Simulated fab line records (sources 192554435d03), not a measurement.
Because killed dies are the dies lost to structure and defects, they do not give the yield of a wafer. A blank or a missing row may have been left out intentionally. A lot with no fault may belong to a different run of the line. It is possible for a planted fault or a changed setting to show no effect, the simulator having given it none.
What tool caused it?	flow n5_finfet	72 wafers from 24 lots sampled at 5 of the route's 1938 steps

WHAT EACH GAUGE READ, for each wafer
N5_DUMMY_GATE_INSPECT_17: inspects for defects (brightfield). Usual: 193 for raw_defect_count, sd 51.
lot	measured	on	raw_defect_count	flag
L074	day 2 22:05	defect_inspect-02	216 287 177	
L075	day 3 04:37	defect_inspect-01	226 239 281	
L076	day 3 10:58	defect_inspect-01	208 213 286	
L077	day 3 16:20	defect_inspect-02	102 154 123	
L078	day 3 23:48	defect_inspect-02	170 206 103	
L079	day 4 06:16	defect_inspect-02	219 182 129	
L080	day 4 14:22	defect_inspect-02	153 161 100	
L081	day 4 15:58	defect_inspect-02	213 249 232	
L082	day 5 01:52	defect_inspect-02	172 161 136	
L083	day 5 05:58	defect_inspect-02	122 148 154	
L084	day 5 10:25	defect_inspect-02	180 176 203	
L085	day 5 17:59	defect_inspect-02	258 248 221	
L086	day 5 22:52	defect_inspect-02	158 139 128	
L087	day 6 04:12	defect_inspect-01	217 181 164	
L088	day 6 10:29	defect_inspect-01	252 250 187	
L089	day 6 16:34	defect_inspect-01	191 161 204	
L090	day 6 21:49	defect_inspect-01	181 260 268	
L091	day 7 06:16	defect_inspect-01	193 157 183	
L092	day 7 11:48	defect_inspect-02	157 108 151	
L093	day 7 17:58	defect_inspect-01	210 213 183	
L094	day 7 21:56	defect_inspect-01	247 211 294	
L095	day 8 04:06	defect_inspect-01	260 236 173	
L096	day 8 16:38	defect_inspect-02	183 169 155	
L097	day 8 22:50	defect_inspect-02	114 192 161	

N5_SD_EPI_N_EPI_MEAS_23. Usual: 59.0 nm for thk_nm, sd 1.3.
lot	measured	on	thk_nm (nm)	flag
L074	day 3 04:52	film_metro-01	59.7 60.6 58.3	
L075	day 3 10:58	film_metro-02	58.7 58.3 60.9	
L076	day 3 16:31	film_metro-01	60.9 59.6 60.9	
L077	day 3 23:22	film_metro-02	57.9 60.4 59.7	
L078	day 4 05:28	film_metro-02	58.8 57.7 59.0	
L079	day 4 12:34	film_metro-02	58.4 58.7 60.9	
L080	day 4 20:43	film_metro-02	59.0 60.0 56.7	
L081	day 4 23:37	film_metro-01	60.8 59.3 60.8	
L082	day 5 07:29	film_metro-02	62.4 60.3 57.8	
L083	day 5 12:16	film_metro-01	59.2 60.1 60.2	
L084	day 5 16:14	film_metro-02	61.0 58.1 59.2	
L085	day 5 23:52	film_metro-01	56.7 60.1 58.9	
L086	day 6 04:34	film_metro-02	59.3 58.5 58.7	
L087	day 6 10:04	film_metro-02	59.7 61.1 60.0	
L088	day 6 16:07	film_metro-02	57.8 57.1 60.0	
L089	day 6 22:56	film_metro-02	57.3 58.0 54.7	
L090	day 7 04:20	film_metro-01	59.2 57.7 57.3	
L091	day 7 11:55	film_metro-02	57.8 58.2 58.8	
L092	day 7 17:26	film_metro-01	59.9 59.2 59.7	
L093	day 8 00:33	film_metro-01	59.2 57.6 59.0	
L094	day 8 04:16	film_metro-02	56.9 58.3 59.3	
L095	day 8 10:02	film_metro-02	58.1 60.5 59.2	
L096	day 8 23:16	film_metro-01	59.6 58.6 60.6	
L097	day 9 05:08	film_metro-02	59.5 58.7 57.5	

TOOL THAT RAN EACH LOT (tool first, then ch and the chambers of the sampled wafers, then the start)
lot	N5_DUMMY_GATE_ETCH_31	N5_SD_EPI_N_ETCH_45	N5_SD_EPI_N_VAPOR_ETCH_50
L074	rie_diel-02 ch 1,2, day 2 22:47	rie_diel-05 ch 0,1,3, day 3 01:15	epi_rpcvd-01 ch 0, day 3 02:23
L075	rie_diel-01 ch 0,2, day 3 05:06	rie_diel-04 ch 0,2,3, day 3 08:06	epi_rpcvd-01 ch 0, day 3 09:05
L076	rie_diel-01 ch 1,2, day 3 11:25	rie_diel-06 ch 0,2, day 3 13:38	epi_rpcvd-04 ch 0, day 3 14:37
L077	rie_diel-01 ch 2,3, day 3 16:47	rie_diel-04 ch 0,2, day 3 20:29	epi_rpcvd-02 ch 0, day 3 21:29
L078	rie_diel-03 ch 0,3, day 4 00:16	rie_diel-06 ch 1,2,3, day 4 02:36	epi_rpcvd-04 ch 0, day 4 03:34
L079	rie_diel-03 ch 0,1,3, day 4 07:14	rie_diel-04 ch 0,1,3, day 4 09:41	epi_rpcvd-04 ch 0, day 4 10:40
L080	rie_diel-01 ch 0,1, day 4 14:55	rie_diel-04 ch 1,2,3, day 4 17:49	epi_rpcvd-04 ch 0, day 4 18:49
L081	rie_diel-03 ch 0,1,2, day 4 16:26	rie_diel-05 ch 0,1, day 4 19:04	epi_rpcvd-01 ch 0, day 4 21:46
L082	rie_diel-03 ch 1,2,3, day 5 02:20	rie_diel-04 ch 0,2,3, day 5 04:37	epi_rpcvd-04 ch 0, day 5 05:36
L083	rie_diel-02 ch 0,1,3, day 5 06:25	rie_diel-05 ch 1,2, day 5 09:23	epi_rpcvd-04 ch 0, day 5 10:23
L084	rie_diel-02 ch 2,3, day 5 11:04	rie_diel-04 ch 1,2,3, day 5 13:22	epi_rpcvd-02 ch 0, day 5 14:22
L085	rie_diel-01 ch 0,1,2, day 5 18:27	rie_diel-05 ch 0,1,3, day 5 20:59	epi_rpcvd-04 ch 0, day 5 22:02
L086	rie_diel-01 ch 0,1,2, day 5 23:20	rie_diel-06 ch 0,2,3, day 6 01:41	epi_rpcvd-02 ch 0, day 6 02:40
L087	rie_diel-03 ch 0,3, day 6 04:40	rie_diel-04 ch 1,2,3, day 6 07:11	epi_rpcvd-02 ch 0, day 6 08:10
L088	rie_diel-02 ch 0,3, day 6 10:58	rie_diel-04 ch 0,2,3, day 6 13:14	epi_rpcvd-04 ch 0, day 6 14:14
L089	rie_diel-03 ch 2,3, day 6 17:31	rie_diel-04 ch 1,2,3, day 6 20:05	epi_rpcvd-02 ch 0, day 6 21:07
L090	rie_diel-03 ch 0,1, day 6 22:17	rie_diel-05 ch 0,2, day 7 01:28	epi_rpcvd-02 ch 0, day 7 02:27
L091	rie_diel-02 ch 0,1,3, day 7 06:50	rie_diel-05 ch 1,2,3, day 7 09:02	epi_rpcvd-01 ch 0, day 7 10:03
L092	rie_diel-03 ch 0,2,3, day 7 12:16	rie_diel-06 ch 1,2, day 7 14:34	epi_rpcvd-02 ch 0, day 7 15:34
L093	rie_diel-01 ch 1,2, day 7 18:52	rie_diel-06 ch 0,3, day 7 21:41	epi_rpcvd-02 ch 0, day 7 22:41
L094	rie_diel-01 ch 0,2, day 7 22:31	rie_diel-05 ch 2,3, day 8 01:24	epi_rpcvd-01 ch 0, day 8 02:22
L095	rie_diel-03 ch 0,1,3, day 8 04:33	rie_diel-04 ch 0,1,3, day 8 07:10	epi_rpcvd-01 ch 0, day 8 08:08
L096	rie_diel-01 ch 1,2,3, day 8 17:06	rie_diel-05 ch 0,1,3, day 8 20:24	epi_rpcvd-01 ch 0, day 8 21:23
L097	rie_diel-02 ch 2,3, day 8 23:17	rie_diel-04 ch 0,2,3, day 9 02:16	epi_rpcvd-01 ch 0, day 9 03:16
- N5_DUMMY_GATE_ETCH_31: etches SiO2 in C4F6/O2, target depth 82.5 nm, time 27.5 s.
- N5_SD_EPI_N_ETCH_45: etches SiOCN in CH3F/O2, target depth 6 nm.
- N5_SD_EPI_N_VAPOR_ETCH_50: etches Si in HCl, time 54 s.

AS READ BY THE TOOLS THEMSELVES (means over the sampled wafers that have a number; for cases with no such wafer, the mark the record gives instead)
N5_DUMMY_GATE_ETCH_31. Usual: drypump_motor_current_A 5.9 A, standard deviation 0.42; oes_o_777_au 0.78 a.u., standard deviation 0.071; oes_product_au 0.77 a.u., standard deviation 0.08; rf_vpp_V 661 V, standard deviation 21; showerhead_plenum_p_Torr 2.88 Torr, standard deviation 0.082; throttle_valve_pct 21.17 %, standard deviation 0.21.
lot	tool	drypump_motor_current_A (A)	oes_o_777_au (a.u.)	oes_product_au (a.u.)	rf_vpp_V (V)	showerhead_plenum_p_Torr (Torr)	throttle_valve_pct (%)	flag
L074	rie_diel-02	5.8	0.78	0.76	646	2.83	21.40	
L075	rie_diel-01	5.2	0.84	0.84	661	2.95	21.15	
L076	rie_diel-01	5.5	0.81	0.77	641	2.83	21.02	
L077	rie_diel-01	5.7	0.85	0.85	675	2.86	21.21	
L078	rie_diel-03	6.3	0.84	0.84	655	2.99	20.90	
L079	rie_diel-03	6.1	0.83	0.83	657	2.94	21.05	
L080	rie_diel-01	5.3	0.77	0.74	640	2.91	21.05	
L081	rie_diel-03	6.1	0.77	0.76	658	2.88	21.11	
L082	rie_diel-03	6.2	0.82	0.82	667	2.90	21.13	
L083	rie_diel-02	5.8	0.73	0.72	676	2.82	21.41	
L084	rie_diel-02	5.9	0.71	0.73	684	2.86	21.49	
L085	rie_diel-01	5.4	0.81	0.78	650	2.88	21.11	
L086	rie_diel-01	5.4	0.80	0.78	651	2.88	21.12	
L087	rie_diel-03	6.3	0.81	0.81	654	2.98	20.91	
L088	rie_diel-02	5.8	0.70	0.71	696	2.84	21.46	
L089	rie_diel-03	6.5	0.86	0.86	672	2.97	21.02	
L090	rie_diel-03	6.0	0.75	0.74	648	2.91	21.05	
L091	rie_diel-02	5.8	0.72	0.71	676	2.81	21.44	
L092	rie_diel-03	6.4	0.80	0.79	664	2.93	20.98	
L093	rie_diel-01	5.5	0.83	0.81	661	2.84	21.19	
L094	rie_diel-01	5.2	0.80	0.78	661	2.93	21.20	
L095	rie_diel-03	6.1	0.79	0.78	656	2.93	21.08	
L096	rie_diel-01	5.8	0.75	0.74	653	2.82	21.15	
L097	rie_diel-02	5.9	0.72	0.73	672	2.91	21.42	

N5_SD_EPI_N_ETCH_45. Usual: drypump_motor_current_A 5.7 A, standard deviation 0.59; oes_product_au 0.76 a.u., standard deviation 0.082; rf_vpp_V 127.5 V, standard deviation 1; showerhead_plenum_p_Torr 1.99 Torr, standard deviation 0.071; throttle_valve_pct 23.4 %, standard deviation 0.35.
lot	tool	drypump_motor_current_A (A)	oes_product_au (a.u.)	rf_vpp_V (V)	showerhead_plenum_p_Torr (Torr)	throttle_valve_pct (%)	flag
L074	rie_diel-05	5.5	0.72	127.1	1.95	23.5	
L075	rie_diel-04	6.2	0.76	127.3	1.99	23.4	
L076	rie_diel-06	5.8	0.75	127.9	2.02	23.4	
L077	rie_diel-04	6.0	0.72	128.0	1.99	23.3	
L078	rie_diel-06	5.3	0.80	128.5	2.04	23.2	
L079	rie_diel-04	6.2	0.77	128.1	2.03	23.7	
L080	rie_diel-04	5.9	0.74	127.7	1.99	23.7	
L081	rie_diel-05	5.0	0.70	126.6	1.90	23.6	
L082	rie_diel-04	6.2	0.74	127.8	1.99	23.4	
L083	rie_diel-05	5.3	0.85	127.3	1.96	23.0	
L084	rie_diel-04	5.9	0.73	128.1	1.99	23.7	
L085	rie_diel-05	5.5	0.70	126.1	1.94	23.5	
L086	rie_diel-06	5.7	0.78	127.9	2.03	23.4	
L087	rie_diel-04	5.9	0.73	127.5	1.99	23.7	
L088	rie_diel-04	6.2	0.74	127.9	1.98	23.4	
L089	rie_diel-04	5.9	0.72	127.8	1.98	23.7	
L090	rie_diel-05	5.1	0.82	127.2	1.97	23.1	
L091	rie_diel-05	5.7	0.84	127.8	1.97	23.2	
L092	rie_diel-06	4.9	0.73	127.7	2.02	23.3	
L093	rie_diel-06	6.0	0.77	127.5	1.99	23.4	
L094	rie_diel-05	6.0	0.95	128.3	2.03	23.0	
L095	rie_diel-04	6.3	0.74	127.1	2.02	23.7	
L096	rie_diel-05	5.5	0.88	127.8	2.01	23.3	
L097	rie_diel-04	6.2	0.82	127.3	1.98	23.3	

N5_SD_EPI_N_VAPOR_ETCH_50. Usual: 11.83 % for throttle_valve_pct, sd 0.24.
lot	tool	throttle_valve_pct (%)	flag
L074	epi_rpcvd-01	12.05	
L075	epi_rpcvd-01	12.15	
L076	epi_rpcvd-04	11.72	
L077	epi_rpcvd-02	11.65	
L078	epi_rpcvd-04	11.73	
L079	epi_rpcvd-04	11.70	
L080	epi_rpcvd-04	11.78	
L081	epi_rpcvd-01	12.11	
L082	epi_rpcvd-04	11.70	
L083	epi_rpcvd-04	11.66	
L084	epi_rpcvd-02	11.65	
L085	epi_rpcvd-04	11.80	
L086	epi_rpcvd-02	11.64	
L087	epi_rpcvd-02	11.50	
L088	epi_rpcvd-04	11.69	
L089	epi_rpcvd-02	11.72	
L090	epi_rpcvd-02	11.64	
L091	epi_rpcvd-01	12.18	
L092	epi_rpcvd-02	11.78	
L093	epi_rpcvd-02	11.85	
L094	epi_rpcvd-01	12.10	
L095	epi_rpcvd-01	11.89	
L096	epi_rpcvd-01	12.17	
L097	epi_rpcvd-01	12.02	

THE ANSWER, worked out from the rows above alone
Rule: take the mean of a lot's wafers that have a number; if it is more than 3 standard deviations from the usual mean, the lot is off. A lot without any number at a reading at which 4 lots or more have one is off too. The other lots that the step has rows for count as sound. Order of review: gauges by route order, followed by the tools' own readings, for which a lot's mean as printed above is used. At the first step where some lot is off, the reading lying furthest off is the one used; lots without a number count as furthest.
No lot is off at any reading shown: from this, nothing can be told.

WHAT HAD BEEN PUT IN BY THE SIMULATOR
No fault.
